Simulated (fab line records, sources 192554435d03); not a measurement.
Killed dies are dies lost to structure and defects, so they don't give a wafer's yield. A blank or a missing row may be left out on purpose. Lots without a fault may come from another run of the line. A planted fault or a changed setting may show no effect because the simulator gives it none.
Split-lot experiment | flow n5_finfet | 7 lots, 21 wafers read, on a route of 1938 steps

THE SPLIT
At N5_BEOL_M0_SAQP_PECVD_04 (deposits a-Si from SiH4/He, target thk 60 nm, time 60.2 s), the setting time_s was moved away from the recipe's 60.2 s on 4 of the 21 wafers read, by -13.4% to -7.9%. The other wafers ran this setting at the recipe's value.

FROM THE SPLIT TO THE READING: what the file shows between them, 7 steps
- N5_BEOL_M0_SAQP_THK_MEAS_05
- N5_BEOL_M0_SAQP_EXPOSE_11: exposes mask M0 CORE, target cd 42 nm (also split here: dose_mj)
- N5_BEOL_M0_SAQP_PEB_12: peb time 60 s
- N5_BEOL_M0_SAQP_DEVELOP_13: develop time 30 s
- N5_BEOL_M0_SAQP_CD_MEAS_14: target cd 42.5 nm
- N5_BEOL_M0_SAQP_HM_OPEN_112: chemistry CHF3/O2, target SiO2, stops on a-Si, target depth 12 nm, time 13.5 s
- N5_BEOL_M0_SAQP_STRIP_113: strips in CHF3/O2

THE READING
oes_product_au, in a.u., at N5_BEOL_M0_SAQP_MANDREL_ETCH_20 (etches a-Si in HBr/Cl2, stops on SiNx, target depth 60 nm, bt time 10 s, time 30 s). Fault-free wafers of this fab line usually give 0.778 a.u., standard deviation 0.013 a.u..

wafer  | tool, chamber at the split | time_s as run, s | against the recipe | oes_product_au, a.u. | against lot-mates on the recipe
L076.1 | pecvd-03, 2                | 60.2             | recipe             | 0.770                | -
L076.2 | pecvd-03, 1                | 60.2             | recipe             | 0.784                | -
L076.4 | pecvd-03, 1                | 60.2             | recipe             | 0.812                | -
L079.1 | pecvd-04, 0,1              | 60.2             | recipe             | 0.781                | -
L079.3 | pecvd-04, 0,1              | 60.2             | recipe             | 0.771                | -
L079.6 | pecvd-04, 1                | 60.2             | recipe             | 0.789                | -
L083.3 | pecvd-03, 2                | 60.2             | recipe             | 0.802                | -
L083.5 | pecvd-03, 2                | 60.2             | recipe             | 0.769                | -
L083.6 | pecvd-03, 0                | 55.47            | -7.9%              | 0.741                | -0.045
L088.2 | pecvd-03, 2                | 60.2             | recipe             | 0.772                | -
L088.3 | pecvd-03, 1                | 60.2             | recipe             | 0.774                | -
L088.4 | pecvd-03, 2                | 60.2             | recipe             | 0.774                | -
L091.1 | pecvd-03, 1                | 52.14            | -13.4%             | 0.721                | -0.072
L091.4 | pecvd-03, 2                | 60.2             | recipe             | 0.793                | -
L091.5 | pecvd-03, 0                | 52.14            | -13.4%             | 0.725                | -0.068
L096.3 | pecvd-03, 0                | 53.36            | -11.4%             | 0.705                | -0.067
L096.5 | pecvd-03, 0                | 60.2             | recipe             | 0.786                | -
L096.6 | pecvd-03, 2                | 60.2             | recipe             | 0.757                | -
L097.2 | pecvd-03, 0                | 60.2             | recipe             | 0.763                | -
L097.4 | pecvd-03, 2                | 60.2             | recipe             | 0.772                | -
L097.5 | pecvd-03, 1                | 60.2             | recipe             | 0.765                | -
Where a row lists several chambers, the file gives one row for several wafers and doesn't say which wafer went through which chamber.

THE FIT
A straight line over all 21 wafers: oes_product_au changes by +0.00474 a.u. for each +1% of time_s; r = +0.85; the points scatter about the line by 0.014 a.u..
The same after taking each lot's own level away (the mean of its wafers on the recipe; 21 wafers): +0.00542 a.u. for each +1%; r = +0.93; scatter 0.011 a.u..
On that fit, the largest move of time_s shifts the reading by 0.073 a.u..
The lots' own levels span 0.7667 to 0.7930 a.u., that is 2.0 times the standard deviation above.
So the lot-to-lot level changes the slope: the two fits differ.
Check: with one of the wafers moved furthest among these (-13.4%) left out of the fit, the line predicts -0.0729 a.u. for it against its lot-mates. It came out at -0.072 a.u. against them.

OTHER SPLITS ON THESE WAFERS
These wafers also went through other splits before the reading. Each is held against what the fit with the lots' levels taken away leaves over:
other split on the same wafers          | wafers away from the commonest value | r with oes_product_au (lot level and that fit taken away)
N5_HKMG_FIN_ETCH_58 source_w            | 9                                    | -0.08
N5_MOL_CONTACT_COAG_ETCH_110 source_w   | 6                                    | +0.20
N5_MOL_CONTACT_COAG_ETCH_91 source_w    | 5                                    | -0.02
N5_MOL_CONTACT_COAG_ETCHBACK_135 time_s | 6                                    | +0.02
N5_BEOL_M0_SAQP_EXPOSE_11 dose_mj       | 8                                    | -0.01

THE WHOLE CHAIN: every reading that the file lists as answering this split, in the file's order
step                            | what it does                                                                       | reading                                                                               | change (the file's fit)                   | r (the file's)
N5_BEOL_M0_SAQP_PECVD_04        | deposits a-Si from SiH4/He, target thk 60 nm, time 60.2 s                          | a-Si_of_BEOL_M0_SAQP_PECVD_04.thk_nm (the simulator's own value, which no gauge read) | +0.592 nm for each +1% of the setting     | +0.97
N5_BEOL_M0_SAQP_THK_MEAS_05     |                                                                                    | thk_nm                                                                                | withheld for each +1% of the setting      | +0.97
N5_BEOL_M0_SAQP_MANDREL_ETCH_20 | etches a-Si in HBr/Cl2, stops on SiNx, target depth 60 nm, bt time 10 s, time 30 s | oes_product_au                                                                        | +0.00551 a.u. for each +1% of the setting | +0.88
N5_BEOL_M0_SAQP_MANDREL_ETCH_20 | etches a-Si in HBr/Cl2, stops on SiNx, target depth 60 nm, bt time 10 s, time 30 s | etch.depth_nm (the simulator's own value, which no gauge read)                        | +0.587 nm for each +1% of the setting     | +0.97
N5_BEOL_M0_SAQP_SPACER1_ALD_98  | deposits SiO2, target thk 12.8 nm, pulse time 1 s, purge time 2 s                  | a-Si_of_BEOL_M0_SAQP_PECVD_04.thk_nm (the simulator's own value, which no gauge read) | +0.596 nm for each +1% of the setting     | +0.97

THE FILE'S OWN FIT
oes_product_au changes by +0.00551 a.u. for each +1% of time_s, r = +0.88.
